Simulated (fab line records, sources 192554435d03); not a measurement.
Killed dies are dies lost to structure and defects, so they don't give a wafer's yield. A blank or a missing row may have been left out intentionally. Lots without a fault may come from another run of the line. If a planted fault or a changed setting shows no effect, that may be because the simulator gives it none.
fab line records + flow n5-finfet + part 1 of 2: steps 1 to 26 of 32
record
- lots=5
- wafers=15
- last-day=16
route steps=1938 shown BEOL_M2@921 BEOL_M3@931
lots untouched by any fault: they come from a run of this same line in which no faults occurred
start-h: the number of hours between the record's first day and the start of the first shown wafer of the lot + wait-h: time in hours since the lot's previous step + " same as the row above + L1.1+2: a row that stands for several wafers + - no value, or no start was given + * or withheld: withheld + < > ~ a bound
route shown NAME@n: names a module that has steps shown in the file, with the first one's number in the route + usual: average and standard deviation across the fault-free wafers + same: alike in all rows + chamber/n: place in a boat + sites: each site's reading + _std_site: how widely they spread, as a standard deviation + _edge_site: outer sites' mean less inner sites' + radius-mm: how far each site lies from the wafer's centre + mask NAME#n: copy n + behind: tool/chamber where the wafer was last shaped + hold: the reason the lot was held/the length of the hold in hours/how it ended + device: the transistor (n, p or np) that didn't switch + end of line: at the end of the route, the tests of the same wafers + a step given without rows: its recipe and nothing more + killed: at the first sort, the dies lost to defects and structure; wafer yield is something else + map: a wafer's dies, marking killed ones x, the rest . and places with no die _
set.NAME: the run value of the setting; set.NAME@STEP: its run value at that earlier step + model.NAME: the simulator's own value behind a step, which no gauge read
certain route steps with their lots: each step a table, each wafer a row
services: when a tool's chamber went out of use (start-h, in hours from the record's first day, below 0 if earlier), for how many hours, and the reason
## steps
# step N5_BEOL_M2_ECD_50
# recipe
- material=Cu
- target-thk-a=3000
| lot.wafer  | tool      | chamber | start-h | wait-h |
|------------|-----------|---------|---------|--------|
| L076.3+5+6 | ecd-cu-02 | 1,1,0   | 146.57  | 0.1    |
| L078.1+2+4 | ecd-cu-02 | 1,0,0   | 161.41  | 0.1    |
| L079.3+4+5 | ecd-cu-02 | 0,1,0   | 178.87  | 0.1    |
| L085.2+4+6 | ecd-cu-02 | 0,1,0   | 213.04  | 0.1    |
| L094.3+5+6 | ecd-cu-01 | 0,1,0   | 260.44  | 0.1    |
# step N5_BEOL_M2_ANNEAL_51
# recipe
- temp-c=225
- time-s=90
- ambient=N2
# usual
- anneal-temp-c=225.01/0.19
- wafer_temp_C_max=225.76/0.21
| lot.wafer | tool          | chamber | start-h | wait-h | anneal-temp-c | wafer_temp_C_max |
|-----------|---------------|---------|---------|--------|---------------|------------------|
| L076.3    | rtp-anneal-01 | 0       | 146.72  | 0.1    | 225.34        | 225.42           |
| L076.5    | "             | 0       | "       | "      | 225.08        | 225.87           |
| L076.6    | "             | 0       | "       | "      | 225.08        | 225.87           |
| L078.1    | rtp-anneal-01 | 0       | 161.56  | 0.1    | 225.06        | 225.58           |
| L078.2    | "             | 0       | "       | "      | 224.73        | 225.56           |
| L078.4    | "             | 0       | "       | "      | 224.82        | 225.70           |
| L079.3    | rtp-anneal-02 | 0       | 179.75  | 0.9    | 224.83        | 225.54           |
| L079.4    | "             | 0       | "       | "      | 224.70        | 225.87           |
| L079.5    | "             | 0       | "       | "      | 224.97        | 225.63           |
| L085.2    | rtp-anneal-02 | 0       | 216.48  | 3.4    | 225.01        | 225.49           |
| L085.4    | "             | 0       | "       | "      | 225.22        | 225.47           |
| L085.6    | "             | 0       | "       | "      | 225.40        | 225.56           |
| L094.3    | rtp-anneal-01 | 0       | 260.59  | 0.1    | 225.01        | 225.99           |
| L094.5    | "             | 0       | "       | "      | 225.15        | 225.88           |
| L094.6    | "             | 0       | "       | "      | 225.09        | 225.88           |
# step N5_BEOL_M2_CMP_52
# recipe
- stop-on=SiOC
- t-overpolish-s=6.8
- down-force-psi=1
- platen-rpm=50
- clearing-platen-down-force-psi=1.5
- clearing-platen-rpm=50
- post-cmp-clean=cu-alkaline
- target-thk-nm=40
- clearing-platen-pad-velocity-m-s=0.99484
- pad-velocity-m-s=0.99484
# usual
- barrier-field-endpoint-s=24.6/0.64
- motor-current-A=5.9/0.52
- overpolish-run-s=6.799/0.0099
- slurry-flow-ml-min=150.0/0.48
- time-to-endpoint-s=61.8/2.8
| lot.wafer | tool   | chamber | start-h | wait-h | barrier-field-endpoint-s | motor-current-A | overpolish-run-s | slurry-flow-ml-min | time-to-endpoint-s |
|-----------|--------|---------|---------|--------|--------------------------|-----------------|------------------|--------------------|--------------------|
| L076.3    | cmp-01 | 3       | 146.97  | 0.2    | 24.6                     | 6.5             | 6.798            | 149.9              | 62.4               |
| L076.5    | "      | 2       | "       | "      | 24.3                     | 6.6             | 6.794            | 150.0              | 60.6               |
| L076.6    | "      | 3       | "       | "      | 24.4                     | 6.7             | 6.804            | 150.1              | 63.2               |
| L078.2    | cmp-01 | 3       | 161.90  | 0.2    | 25.2                     | 6.3             | 6.795            | 150.7              | 64.9               |
| L078.1    | "      | 0       | "       | "      | 24.2                     | 5.4             | 6.792            | 149.6              | 61.4               |
| L078.4    | "      | 1       | "       | "      | 24.5                     | 6.1             | 6.784            | 149.9              | 63.5               |
| L079.3    | cmp-04 | 1       | 179.96  | 0.2    | 24.6                     | 5.4             | 6.782            | 150.1              | 60.8               |
| L079.4    | "      | 2       | "       | "      | 25.3                     | 5.8             | 6.806            | 149.8              | 60.5               |
| L079.5    | "      | 1       | "       | "      | 24.7                     | 5.6             | 6.787            | 150.4              | 61.3               |
| L085.4    | cmp-02 | 3       | 216.81  | 0.2    | 25.5                     | 5.5             | 6.788            | 149.3              | 64.5               |
| L085.2    | "      | 0       | "       | "      | 24.4                     | 5.7             | 6.794            | 150.4              | 62.2               |
| L085.6    | "      | 1       | "       | "      | 25.2                     | 5.5             | 6.806            | 150.3              | 64.4               |
| L094.3    | cmp-02 | 1       | 260.91  | 0.3    | 24.5                     | 5.2             | 6.797            | 150.4              | 60.6               |
| L094.6    | "      | 0       | "       | "      | 25.2                     | 5.3             | 6.792            | 150.3              | 61.9               |
| L094.5    | "      | 1       | "       | "      | 25.2                     | 5.3             | 6.789            | 150.7              | 63.2               |
# step N5_BEOL_M2_THK_MEAS_53
# recipe
- thk-meas-gauge=xrf
- reads=Cu_of_BEOL_M2_ECD_50
# usual
- M2_THK=40.0/1.5
| lot.wafer | tool          | chamber | start-h | wait-h | M2_THK[nm] |
|-----------|---------------|---------|---------|--------|------------|
| L076.3    | film-metro-02 | -       | 147.23  | -      | 40.2       |
| L076.5    | "             | -       | "       | "      | 39.8       |
| L076.6    | "             | -       | "       | "      | 39.9       |
| L078.1    | film-metro-01 | -       | 162.16  | -      | 41.8       |
| L078.2    | "             | -       | "       | "      | 42.7       |
| L078.4    | "             | -       | "       | "      | 41.5       |
| L079.3    | film-metro-01 | -       | 180.25  | -      | 38.3       |
| L079.4    | "             | -       | "       | "      | 41.0       |
| L079.5    | "             | -       | "       | "      | 39.5       |
| L085.2    | film-metro-02 | -       | 217.03  | -      | 41.9       |
| L085.4    | "             | -       | "       | "      | 41.3       |
| L085.6    | "             | -       | "       | "      | 41.3       |
| L094.3    | film-metro-02 | -       | 261.16  | -      | 42.6       |
| L094.5    | "             | -       | "       | "      | 41.6       |
| L094.6    | "             | -       | "       | "      | 44.1       |
# step N5_BEOL_M2_PRE_CLEAN_60
# recipe
- gas=NH3/H2
- time-s=15
- temp-c=*
- rf-power-w=300
# usual
- heater-power-w=83/14
- rf-fwd-power-W=296.5/1.2
| lot.wafer | tool      | chamber | start-h | wait-h | heater-power-w | rf-fwd-power-W |
|-----------|-----------|---------|---------|--------|----------------|----------------|
| L076.3    | cvd-co-02 | 0       | 147.27  | 0.0    | 83             | 296.7          |
| L076.5    | "         | 0       | "       | "      | 83             | 296.9          |
| L076.6    | "         | 2       | "       | "      | 99             | 295.4          |
| L078.1    | cvd-co-01 | 1       | 162.19  | 0.0    | 103            | 297.2          |
| L078.2    | "         | 0       | "       | "      | 69             | 296.1          |
| L078.4    | "         | 2       | "       | "      | 69             | 296.6          |
| L079.3    | cvd-co-02 | 1       | 180.29  | 0.0    | 72             | 297.0          |
| L079.4    | "         | 0       | "       | "      | 82             | 298.8          |
| L079.5    | "         | 1       | "       | "      | 74             | 295.7          |
| L085.2    | cvd-co-01 | 0       | 217.07  | 0.0    | 67             | 295.8          |
| L085.4    | "         | 0       | "       | "      | 69             | 295.6          |
| L085.6    | "         | 1       | "       | "      | 103            | 295.6          |
| L094.3    | cvd-co-01 | 1       | 261.20  | 0.0    | 102            | 295.1          |
| L094.5    | "         | 2       | "       | "      | 72             | 298.0          |
| L094.6    | "         | 0       | "       | "      | 70             | 296.6          |
# step N5_BEOL_M2_CO_CAP_55
# recipe
- material=Co
- target-thk-a=20
- temp-c=200
- precursor=CCTBA/H2
- pressure-torr=30
- time-s=102.1
# usual
- heater-power-w=233/18
| lot.wafer | tool      | chamber | start-h | wait-h | heater-power-w |
|-----------|-----------|---------|---------|--------|----------------|
| L076.3    | cvd-co-02 | 0       | 147.31  | 0.0    | 230            |
| L076.5    | "         | 0       | "       | "      | 229            |
| L076.6    | "         | 2       | "       | "      | 253            |
| L078.1    | cvd-co-01 | 1       | 162.23  | 0.0    | 254            |
| L078.2    | "         | 0       | "       | "      | 217            |
| L078.4    | "         | 2       | "       | "      | 210            |
| L079.3    | cvd-co-02 | 1       | 180.33  | 0.0    | 223            |
| L079.4    | "         | 0       | "       | "      | 234            |
| L079.5    | "         | 1       | "       | "      | 217            |
| L085.2    | cvd-co-01 | 0       | 217.11  | 0.0    | 219            |
| L085.4    | "         | 0       | "       | "      | 220            |
| L085.6    | "         | 1       | "       | "      | 260            |
| L094.3    | cvd-co-01 | 1       | 261.24  | 0.0    | 259            |
| L094.5    | "         | 2       | "       | "      | 222            |
| L094.6    | "         | 0       | "       | "      | 217            |
# step N5_BEOL_M2_PRE_CLEAN_56
# recipe
- gas=NH3
- time-s=15
- temp-c=withheld
- rf-power-w=300
# usual
- rf-fwd-power-W=294.1/1.4
| lot.wafer | tool     | chamber | start-h | wait-h | rf-fwd-power-W |
|-----------|----------|---------|---------|--------|----------------|
| L076.3    | pecvd-04 | 2       | 147.41  | 0.1    | 295.9          |
| L076.5    | "        | 1       | "       | "      | 294.2          |
| L076.6    | "        | 2       | "       | "      | 296.2          |
| L078.1    | pecvd-01 | 1       | 162.33  | 0.1    | 293.7          |
| L078.2    | "        | 2       | "       | "      | 292.5          |
| L078.4    | "        | 2       | "       | "      | 292.5          |
| L079.3    | pecvd-04 | 2       | 180.42  | 0.1    | 296.5          |
| L079.4    | "        | 0       | "       | "      | 293.5          |
| L079.5    | "        | 2       | "       | "      | 297.5          |
| L085.2    | pecvd-02 | 1       | 217.20  | 0.1    | 293.5          |
| L085.4    | "        | 1       | "       | "      | 293.5          |
| L085.6    | "        | 2       | "       | "      | 292.0          |
| L094.3    | pecvd-02 | 1       | 261.33  | 0.1    | 293.5          |
| L094.5    | "        | 1       | "       | "      | 293.3          |
| L094.6    | "        | 0       | "       | "      | 294.0          |
# step N5_BEOL_M2_DEP_57
# recipe
- material=SiCN
- target-thk-a=80
- temp-c=withheld
- precursor=3MS/NH3
- pressure-torr=3
- rf-w=202
- time-s=14
# usual
- rf-fwd-power-W=199.0/0.81
- showerhead-plenum-p-Torr=3.667/0.01
- throttle-valve-pct=9.0/0.3
| lot.wafer | tool     | chamber | start-h | wait-h | rf-fwd-power-W | showerhead-plenum-p-Torr | throttle-valve-pct |
|-----------|----------|---------|---------|--------|----------------|--------------------------|--------------------|
| L076.3    | pecvd-04 | 2       | 147.46  | 0.0    | 199.4          | 3.658                    | 9.1                |
| L076.5    | "        | 1       | "       | "      | 199.4          | 3.676                    | 9.0                |
| L076.6    | "        | 2       | "       | "      | 198.9          | 3.660                    | 9.1                |
| L078.1    | pecvd-01 | 1       | 162.35  | 0.0    | 198.9          | 3.657                    | 9.6                |
| L078.2    | "        | 2       | "       | "      | 197.9          | 3.662                    | 8.5                |
| L078.4    | "        | 2       | "       | "      | 198.9          | 3.664                    | 8.7                |
| L079.3    | pecvd-04 | 2       | 180.45  | 0.0    | 199.2          | 3.661                    | 9.1                |
| L079.4    | "        | 0       | "       | "      | 199.3          | 3.680                    | 9.0                |
| L079.5    | "        | 2       | "       | "      | 200.3          | 3.668                    | 9.1                |
| L085.2    | pecvd-02 | 1       | 217.23  | 0.0    | 199.1          | 3.661                    | 8.5                |
| L085.4    | "        | 1       | "       | "      | 199.5          | 3.656                    | 8.8                |
| L085.6    | "        | 2       | "       | "      | 198.7          | 3.675                    | 9.4                |
| L094.3    | pecvd-02 | 1       | 261.36  | 0.0    | 199.4          | 3.660                    | 8.6                |
| L094.5    | "        | 1       | "       | "      | 199.2          | 3.663                    | 8.6                |
| L094.6    | "        | 0       | "       | "      | 198.8          | 3.660                    | 9.6                |
# step N5_BEOL_M2_RS_MEAS_58
# recipe
- thk-meas-gauge=four-point-probe
- reads=Co_of_BEOL_M2_CO_CAP_55+Cu_of_BEOL_M2_ECD_50+Co_of_BEOL_M2_CVD_47+TaN_of_BEOL_M2_ALD_84
# usual
- M2_RS=0.68/0.032
| lot.wafer | tool          | chamber | start-h | wait-h | M2_RS[ohm/sq] |
|-----------|---------------|---------|---------|--------|---------------|
| L076.3    | film-metro-02 | -       | 147.52  | 0.1    | 0.68          |
| L076.5    | "             | -       | "       | "      | 0.69          |
| L076.6    | "             | -       | "       | "      | 0.69          |
| L078.1    | film-metro-01 | -       | 162.42  | 0.0    | 0.65          |
| L078.2    | "             | -       | "       | "      | 0.64          |
| L078.4    | "             | -       | "       | "      | 0.66          |
| L079.3    | film-metro-01 | -       | 180.51  | 0.1    | 0.72          |
| L079.4    | "             | -       | "       | "      | 0.66          |
| L079.5    | "             | -       | "       | "      | 0.69          |
| L085.2    | film-metro-01 | -       | 217.29  | 0.1    | 0.64          |
| L085.4    | "             | -       | "       | "      | 0.65          |
| L085.6    | "             | -       | "       | "      | 0.65          |
| L094.3    | film-metro-01 | -       | 261.42  | 0.1    | 0.64          |
| L094.5    | "             | -       | "       | "      | 0.66          |
| L094.6    | "             | -       | "       | "      | 0.61          |
# step N5_BEOL_M2_INSPECT_59
# recipe
- inspect-instrument=darkfield
- mode=post-dep
# usual
- raw-defect-count=75/26
| lot.wafer | tool              | chamber | start-h | wait-h | raw-defect-count |
|-----------|-------------------|---------|---------|--------|------------------|
| L076.3    | defect-inspect-01 | -       | 147.55  | 0.0    | 43               |
| L076.5    | "                 | -       | "       | "      | 40               |
| L076.6    | "                 | -       | "       | "      | 28               |
| L078.1    | defect-inspect-01 | -       | 162.44  | 0.0    | 97               |
| L078.2    | "                 | -       | "       | "      | 51               |
| L078.4    | "                 | -       | "       | "      | 65               |
| L079.3    | defect-inspect-01 | -       | 180.54  | 0.0    | 106              |
| L079.4    | "                 | -       | "       | "      | 61               |
| L079.5    | "                 | -       | "       | "      | 63               |
| L085.2    | defect-inspect-02 | -       | 217.32  | 0.0    | 66               |
| L085.4    | "                 | -       | "       | "      | 83               |
| L085.6    | "                 | -       | "       | "      | 75               |
| L094.3    | defect-inspect-02 | -       | 261.45  | 0.0    | 103              |
| L094.5    | "                 | -       | "       | "      | 82               |
| L094.6    | "                 | -       | "       | "      | 138              |
# step N5_BEOL_M3_ILD_DEP_00
# recipe
- material=SiOC
- target-thk-a=790
- temp-c=350
- precursor=DEMS/O2
- pressure-torr=5
- rf-w=500
- time-s=15.3
# usual
- heater-power-w=509/110
- rf-fwd-power-W=492.3/2.2
- showerhead-plenum-p-Torr=5.698/0.014
- throttle-valve-pct=12.0/0.45
| lot.wafer | tool     | chamber | start-h | wait-h | heater-power-w | rf-fwd-power-W | showerhead-plenum-p-Torr | throttle-valve-pct |
|-----------|----------|---------|---------|--------|----------------|----------------|--------------------------|--------------------|
| L076.3    | pecvd-02 | 2       | 147.59  | 0.0    | 432            | 488.3          | 5.716                    | 11.8               |
| L076.5    | "        | 1       | "       | "      | 679            | 490.2          | 5.695                    | 11.6               |
| L076.6    | "        | 0       | "       | "      | 584            | 493.5          | 5.674                    | 12.4               |
| L078.1    | pecvd-02 | 1       | 162.48  | 0.0    | 731            | 494.3          | 5.699                    | 11.0               |
| L078.2    | "        | 0       | "       | "      | 592            | 493.7          | 5.688                    | 12.5               |
| L078.4    | "        | 0       | "       | "      | 568            | 493.6          | 5.704                    | 12.5               |
| L079.3    | pecvd-02 | 2       | 180.58  | 0.0    | 504            | 490.8          | 5.710                    | 12.1               |
| L079.4    | "        | 0       | "       | "      | 629            | 491.3          | 5.692                    | 12.5               |
| L079.5    | "        | 1       | "       | "      | 661            | 492.7          | 5.700                    | 11.6               |
| L085.2    | pecvd-02 | 0       | 217.36  | 0.0    | 580            | 492.4          | 5.688                    | 12.3               |
| L085.4    | "        | 0       | "       | "      | 591            | 493.9          | 5.693                    | 12.4               |
| L085.6    | "        | 2       | "       | "      | 520            | 489.7          | 5.720                    | 12.2               |
| L094.3    | pecvd-01 | 2       | 261.49  | 0.0    | 410            | 492.3          | 5.703                    | 11.8               |
| L094.5    | "        | 0       | "       | "      | 352            | 493.4          | 5.706                    | 11.9               |
| L094.6    | "        | 1       | "       | "      | 550            | 491.8          | 5.686                    | 12.6               |
# step N5_BEOL_M3_THK_MEAS_01
# recipe
- reads=SiOC_of_BEOL_M3_ILD_DEP_00
# usual
- M3_ILD_THK=78.9/0.97
| lot.wafer | tool          | chamber | start-h | wait-h | M3_ILD_THK[nm] |
|-----------|---------------|---------|---------|--------|----------------|
| L076.3    | film-metro-01 | -       | 147.65  | 0.1    | 79.0           |
| L076.5    | "             | -       | "       | "      | 79.9           |
| L076.6    | "             | -       | "       | "      | 80.6           |
| L078.1    | film-metro-01 | -       | 162.55  | 0.0    | 77.8           |
| L078.2    | "             | -       | "       | "      | 77.8           |
| L078.4    | "             | -       | "       | "      | 79.2           |
| L079.3    | film-metro-01 | -       | 180.64  | 0.1    | 78.4           |
| L079.4    | "             | -       | "       | "      | 78.8           |
| L079.5    | "             | -       | "       | "      | 78.1           |
| L085.2    | film-metro-01 | -       | 217.42  | 0.1    | 78.6           |
| L085.4    | "             | -       | "       | "      | 79.8           |
| L085.6    | "             | -       | "       | "      | 80.1           |
| L094.3    | film-metro-01 | -       | 261.55  | 0.1    | 78.8           |
| L094.5    | "             | -       | "       | "      | 79.9           |
| L094.6    | "             | -       | "       | "      | 79.1           |
# step N5_BEOL_M3_PECVD_72
# recipe
- material=SiO2
- target-thk-a=160
- temp-c=400
- precursor=TEOS/O2
- pressure-torr=5.5
- rf-w=450
- teos-flow-sccm=53.8
- gas=O2
- flow-sccm=3000
- time-s=18
# usual
- heater-power-w=718/160
- rf-fwd-power-W=443.8/2.5
- showerhead-plenum-p-Torr=8.80/0.072
- throttle-valve-pct=22.5/0.74
| lot.wafer | tool     | chamber | start-h | wait-h | heater-power-w | rf-fwd-power-W | showerhead-plenum-p-Torr | throttle-valve-pct |
|-----------|----------|---------|---------|--------|----------------|----------------|--------------------------|--------------------|
| L076.3    | pecvd-03 | 2       | 147.69  | 0.0    | 507            | 443.2          | 8.67                     | 23.0               |
| L076.5    | "        | 0       | "       | "      | 660            | 446.1          | 8.95                     | 22.9               |
| L076.6    | "        | 2       | "       | "      | 481            | 441.2          | 8.72                     | 23.0               |
| L078.1    | pecvd-01 | 2       | 162.58  | 0.0    | 570            | 438.8          | 8.76                     | 21.5               |
| L078.2    | "        | 0       | "       | "      | 559            | 443.0          | 8.86                     | 21.9               |
| L078.4    | "        | 0       | "       | "      | 560            | 442.3          | 8.87                     | 22.0               |
| L079.3    | pecvd-03 | 2       | 180.68  | 0.0    | 524            | 443.8          | 8.69                     | 23.1               |
| L079.4    | "        | 0       | "       | "      | 752            | 447.3          | 8.93                     | 22.5               |
| L079.5    | "        | 1       | "       | "      | 782            | 446.1          | 8.82                     | 22.8               |
| L085.2    | pecvd-03 | 0       | 217.46  | 0.0    | 693            | 449.2          | 8.92                     | 22.7               |
| L085.4    | "        | 0       | "       | "      | 714            | 448.0          | 8.92                     | 22.8               |
| L085.6    | "        | 0       | "       | "      | 699            | 447.8          | 8.91                     | 22.8               |
| L094.3    | pecvd-02 | 0       | 261.59  | 0.0    | 947            | 443.5          | 8.78                     | 23.1               |
| L094.5    | "        | 2       | "       | "      | 717            | 443.1          | 8.87                     | 22.9               |
| L094.6    | "        | 1       | "       | "      | 1052           | 443.9          | 8.79                     | 21.6               |
# step N5_BEOL_M3_HM_DEP_02
# recipe
- material=TiN
- target-thk-a=200
- temp-c=25
- chamber-pressure-pa=0.49996
# usual
- throttle-valve-pct=29.4/1.2
| lot.wafer | tool           | chamber | start-h | wait-h | throttle-valve-pct |
|-----------|----------------|---------|---------|--------|--------------------|
| L076.3    | pvd-sputter-02 | -       | 149.05  | 1.3    | 30.4               |
| L076.5    | "              | -       | "       | "      | 31.0               |
| L076.6    | "              | -       | "       | "      | 29.1               |
| L078.1    | pvd-sputter-01 | -       | 163.26  | 0.7    | 27.9               |
| L078.2    | "              | -       | "       | "      | 30.5               |
| L078.4    | "              | -       | "       | "      | 28.0               |
| L079.3    | pvd-sputter-01 | -       | 180.83  | 0.1    | 27.9               |
| L079.4    | "              | -       | "       | "      | 29.1               |
| L079.5    | "              | -       | "       | "      | 27.8               |
| L085.2    | pvd-sputter-02 | -       | 217.97  | 0.5    | 30.3               |
| L085.4    | "              | -       | "       | "      | 29.4               |
| L085.6    | "              | -       | "       | "      | 31.0               |
| L094.3    | pvd-sputter-01 | -       | 262.51  | 0.9    | 27.9               |
| L094.5    | "              | -       | "       | "      | 27.6               |
| L094.6    | "              | -       | "       | "      | 30.5               |
# step N5_BEOL_M3_COAT_61
# recipe
- resist=SOC
- temp-c=250
- time-s=60
- spin-rpm=1500
- resist-thk-nm=60
| lot.wafer  | tool           | chamber | start-h | wait-h |
|------------|----------------|---------|---------|--------|
| L076.3+5+6 | litho-track-02 | 0       | 149.17  | 0.1    |
| L078.1+2+4 | litho-track-02 | 0       | 163.38  | 0.1    |
| L079.3+4+5 | litho-track-02 | 0       | 180.96  | 0.1    |
| L085.2+4+6 | litho-track-02 | 0       | 218.10  | 0.1    |
| L094.3+5+6 | litho-track-03 | 0       | 262.63  | 0.1    |
# step N5_BEOL_M3_COAT_62
# recipe
- resist=SiARC
- temp-c=220
- time-s=60
- spin-rpm=1500
- resist-thk-nm=12
| lot.wafer  | tool           | chamber | start-h | wait-h |
|------------|----------------|---------|---------|--------|
| L076.3+5+6 | litho-track-02 | 0       | -       | -      |
| L078.1+2+4 | litho-track-02 | 0       | -       | -      |
| L079.3+4+5 | litho-track-02 | 0       | -       | -      |
| L085.2+4+6 | litho-track-02 | 0       | -       | -      |
| L094.3+5+6 | litho-track-03 | 0       | -       | -      |
# step N5_BEOL_M3_COAT_73
# recipe
- resist=underlayer
- temp-c=205
- time-s=60
- spin-rpm=1500
- resist-thk-nm=5
| lot.wafer  | tool           | chamber | start-h | wait-h |
|------------|----------------|---------|---------|--------|
| L076.3+5+6 | litho-track-02 | 0       | -       | -      |
| L078.1+2+4 | litho-track-02 | 0       | -       | -      |
| L079.3+4+5 | litho-track-02 | 0       | -       | -      |
| L085.2+4+6 | litho-track-02 | 0       | -       | -      |
| L094.3+5+6 | litho-track-03 | 0       | -       | -      |
# step N5_BEOL_M3_COAT_05
# recipe
- resist=CAR-EUV
- spin-rpm=1500
- resist-thk-nm=30
| lot.wafer  | tool           | chamber | start-h | wait-h |
|------------|----------------|---------|---------|--------|
| L076.3+5+6 | litho-track-02 | 0       | -       | -      |
| L078.1+2+4 | litho-track-02 | 0       | -       | -      |
| L079.3+4+5 | litho-track-02 | 0       | -       | -      |
| L085.2+4+6 | litho-track-02 | 0       | -       | -      |
| L094.3+5+6 | litho-track-03 | 0       | -       | -      |
# step N5_BEOL_M3_EBR_07
# recipe
- solvent=PGMEA
- ebr-width-mm=1.5
| lot.wafer  | tool           | chamber | start-h | wait-h |
|------------|----------------|---------|---------|--------|
| L076.3+5+6 | litho-track-02 | 0       | -       | -      |
| L078.1+2+4 | litho-track-02 | 0       | -       | -      |
| L079.3+4+5 | litho-track-02 | 0       | -       | -      |
| L085.2+4+6 | litho-track-02 | 0       | -       | -      |
| L094.3+5+6 | litho-track-03 | 0       | -       | -      |
# step N5_BEOL_M3_SOFTBAKE_06
# recipe
- temp-c=110
- time-s=60
- resist=CAR-EUV
| lot.wafer  | tool           | chamber | start-h | wait-h |
|------------|----------------|---------|---------|--------|
| L076.3+5+6 | litho-track-02 | 0       | -       | -      |
| L078.1+2+4 | litho-track-02 | 0       | -       | -      |
| L079.3+4+5 | litho-track-02 | 0       | -       | -      |
| L085.2+4+6 | litho-track-02 | 0       | -       | -      |
| L094.3+5+6 | litho-track-03 | 0       | -       | -      |
# step N5_BEOL_M3_EXPOSE_08
# recipe
- mask-id=M3
- na=0.33
- source-shape=dipole
- sigma-inner=0.369
- sigma-outer=0.767
- polarization=unpolarized
- dose-mj=33
| lot.wafer  | tool           | chamber | start-h | wait-h | mask |
|------------|----------------|---------|---------|--------|------|
| L076.3+5+6 | euv-scanner-01 | 0       | 149.34  | -      | M3#0 |
| L078.1+2+4 | euv-scanner-02 | 0       | 163.52  | -      | M3#0 |
| L079.3+4+5 | euv-scanner-02 | 0       | 181.11  | -      | M3#0 |
| L085.2+4+6 | euv-scanner-01 | 0       | 218.36  | -      | M3#0 |
| L094.3+5+6 | euv-scanner-02 | 0       | 262.78  | -      | M3#0 |
# step N5_BEOL_M3_PEB_09
# recipe
- peb-temp-c=100
- peb-time-s=60
- resist=CAR-EUV
| lot.wafer  | tool           | chamber | start-h | wait-h |
|------------|----------------|---------|---------|--------|
| L076.3+5+6 | litho-track-02 | 0       | 149.39  | 0.0    |
| L078.1+2+4 | litho-track-02 | 0       | 163.58  | 0.1    |
| L079.3+4+5 | litho-track-05 | 0       | 181.16  | 0.0    |
| L085.2+4+6 | litho-track-02 | 0       | 218.42  | 0.0    |
| L094.3+5+6 | litho-track-03 | 0       | 262.83  | 0.0    |
# step N5_BEOL_M3_DEVELOP_10
# recipe
- develop-time-s=30
- developer=TMAH
- resist=CAR-EUV
- rinse-liquid=surfactant-rinse
- dry=air-spin
- dev-temp-c=23
| lot.wafer  | tool           | chamber | start-h | wait-h |
|------------|----------------|---------|---------|--------|
| L076.3+5+6 | litho-track-02 | 0       | -       | -      |
| L078.1+2+4 | litho-track-02 | 0       | -       | -      |
| L079.3+4+5 | litho-track-05 | 0       | -       | -      |
| L085.2+4+6 | litho-track-02 | 0       | -       | -      |
| L094.3+5+6 | litho-track-03 | 0       | -       | -      |
# step N5_BEOL_M3_CD_MEAS_11
# recipe
- target-cd-nm=17.05
- landing-energy-ev=500
- detector=se-inlens
- polarity=opening
# usual
- cd-nm=17.13/0.25
| lot.wafer | tool      | chamber | start-h | wait-h | cd-nm |
|-----------|-----------|---------|---------|--------|-------|
| L076.3    | cd-sem-03 | 0       | 149.46  | -      | 17.16 |
| L076.5    | "         | 0       | "       | "      | 17.13 |
| L076.6    | "         | 0       | "       | "      | 16.74 |
| L078.1    | cd-sem-01 | 0       | 163.64  | -      | 17.05 |
| L078.2    | "         | 0       | "       | "      | 16.76 |
| L078.4    | "         | 0       | "       | "      | 17.07 |
| L079.3    | cd-sem-02 | 0       | 181.23  | -      | 16.88 |
| L079.4    | "         | 0       | "       | "      | 16.94 |
| L079.5    | "         | 0       | "       | "      | 17.19 |
| L085.2    | cd-sem-01 | 0       | 218.48  | -      | 17.18 |
| L085.4    | "         | 0       | "       | "      | 17.18 |
| L085.6    | "         | 0       | "       | "      | 17.20 |
| L094.3    | cd-sem-02 | 0       | 262.90  | -      | 17.14 |
| L094.5    | "         | 0       | "       | "      | 16.78 |
| L094.6    | "         | 0       | "       | "      | 17.43 |
# step N5_BEOL_M3_OVL_MEAS_12
# recipe
- points-per-wafer=522
# usual
- M3_OVL=-0.1/0.63
| lot.wafer | tool       | chamber | start-h | wait-h | M3_OVL[nm] |
|-----------|------------|---------|---------|--------|------------|
| L076.3    | overlay-01 | 0       | 149.50  | 0.0    | 0.1        |
| L076.5    | "          | 0       | "       | "      | -0.2       |
| L076.6    | "          | 0       | "       | "      | -0.8       |
| L078.1    | overlay-02 | 0       | 163.68  | 0.0    | 0.2        |
| L078.2    | "          | 0       | "       | "      | -0.7       |
| L078.4    | "          | 0       | "       | "      | -0.7       |
| L079.3    | overlay-02 | 0       | 181.27  | 0.0    | 0.3        |
| L079.4    | "          | 0       | "       | "      | 0.0        |
| L079.5    | "          | 0       | "       | "      | -0.4       |
| L085.2    | overlay-01 | 0       | 218.52  | 0.0    | -0.7       |
| L085.4    | "          | 0       | "       | "      | -0.3       |
| L085.6    | "          | 0       | "       | "      | -0.5       |
| L094.3    | overlay-02 | 0       | 262.94  | 0.0    | 0.2        |
| L094.5    | "          | 0       | "       | "      | -0.7       |
| L094.6    | "          | 0       | "       | "      | 0.0        |
# step N5_BEOL_M3_INSPECT_13
# recipe
- mode=adi
- inspect-instrument=brightfield
# usual
- raw-defect-count=425/96
| lot.wafer | tool              | chamber | start-h | wait-h | raw-defect-count |
|-----------|-------------------|---------|---------|--------|------------------|
| L076.3    | defect-inspect-02 | -       | 149.55  | 0.0    | 375              |
| L076.5    | "                 | -       | "       | "      | 379              |
| L076.6    | "                 | -       | "       | "      | 379              |
| L078.1    | defect-inspect-02 | -       | 163.73  | 0.1    | 499              |
| L078.2    | "                 | -       | "       | "      | 548              |
| L078.4    | "                 | -       | "       | "      | 433              |
| L079.3    | defect-inspect-02 | -       | 181.31  | 0.0    | 554              |
| L079.4    | "                 | -       | "       | "      | 498              |
| L079.5    | "                 | -       | "       | "      | 394              |
| L085.2    | defect-inspect-01 | -       | 218.57  | 0.0    | 395              |
| L085.4    | "                 | -       | "       | "      | 367              |
| L085.6    | "                 | -       | "       | "      | 385              |
| L094.3    | defect-inspect-02 | -       | 262.99  | 0.0    | 390              |
| L094.5    | "                 | -       | "       | "      | 371              |
| L094.6    | "                 | -       | "       | "      | 427              |
